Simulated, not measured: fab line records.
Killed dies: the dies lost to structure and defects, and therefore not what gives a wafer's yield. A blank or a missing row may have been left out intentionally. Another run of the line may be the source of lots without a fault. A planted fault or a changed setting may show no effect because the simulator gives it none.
Code-filled problem report in 8D (eight disciplines) form    flow n5-finfet    the parts of the form that need people (team, actions taken, sign-off) are left out

== 1. THE ISSUE ==
At N5_BEOL_M14_COAT_58, spin-speed-rpm averages 1782.0 rpm over 6 wafers from 2 lots, while fault-free wafers read 1499.7 rpm, standard deviation 1. That is +99 or more standard deviations from the usual mean.
The step: time 60 s, resist thk 89 nm.
First observed at day 12 19:23: wafer L547.1, on litho-track-04. Wafers with a number at this step in the record: 18, from 6 lots. Rule for "out" (also "out of limits"): further than 4 standard deviations from the usual mean. The rest of the wafers with a number are treated as sound.

== 2. WHAT IT IS AND WHAT IT IS NOT ==
question                     is                      is not
which readings at this step  spin-speed-rpm          heater-power-total-W, plate-temp-C
which lots                   L545, L547              L538, L543, L552, L554
which wafers of those lots   all that have a number  -
read on which tools          litho-track-04          litho-track-01, litho-track-05
when                         from day 12 19:23       up to then (6 sound wafers); but 6 sound wafers of L552, L554 came after

== 3. THE SUSPECTS, EACH WITH WHAT RULES IT OUT ==
Counting: a tool at any process step up to the reading remains a suspect when it ran all the lots that are out and ran no sound lot after the first of those.
- rtp-anneal-02 at N5_BEOL_M13_ANNEAL_48 (time 90 s): kept. Every lot that is out went through it, starting with L547 (day 12 18:23), and after that it ran no sound lot; the last sound lot it ran before then is L538 (day 11 10:29).
- litho-track-04 at N5_BEOL_M14_COAT_58 (time 60 s, resist thk 89 nm): kept. Every lot that is out went through it, starting with L547 (day 12 19:23), and after that it ran no sound lot; the last sound lot it ran before then is L538 (day 11 11:29). Its own readings are out on those wafers: spin-speed-rpm.
After counting, rtp-anneal-02 at N5_BEOL_M13_ANNEAL_48 and litho-track-04 at N5_BEOL_M14_COAT_58 remain.

== 4. THE CAUSE (what the simulator had put in) ==
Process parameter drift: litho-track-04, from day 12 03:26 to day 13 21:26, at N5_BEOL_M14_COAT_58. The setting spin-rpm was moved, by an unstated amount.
Counting left 2 suspects, and this tool is among them.

== 5. THE CHAIN OF EFFECTS, in route order ==
Rows list readings where the struck wafers' mean (over those with a number) sits beyond 3 standard deviations from the usual. Only readings whose record carries a usual standard deviation are examined. hours: median over the lots of the time between each lot's start at the first step of this table that gives one and its start at this step. sigmas: the change, counted in usual standard deviations.
hours  step                 reading         usual       on struck wafers  change  sigmas
0      N5_BEOL_M14_COAT_58  spin-speed-rpm  1499.7 rpm  1782.0            +282.3  +99 or more
Its process steps:
- N5_BEOL_M14_COAT_58: time 60 s, resist thk 89 nm.
Later steps that measure or inspect, where all struck wafers having a row at the step show a number for every such reading and not one has moved that far: N5_BEOL_M14_CD_MEAS_10, N5_BEOL_M14_OVL_MEAS_11, N5_BEOL_M14_INSPECT_12.

== 6. HOW IT WOULD HAVE BEEN CAUGHT EARLIER ==
16 hours passed between the start of the fault at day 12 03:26 and the first reading out of limits in this record, taken at day 12 19:23.
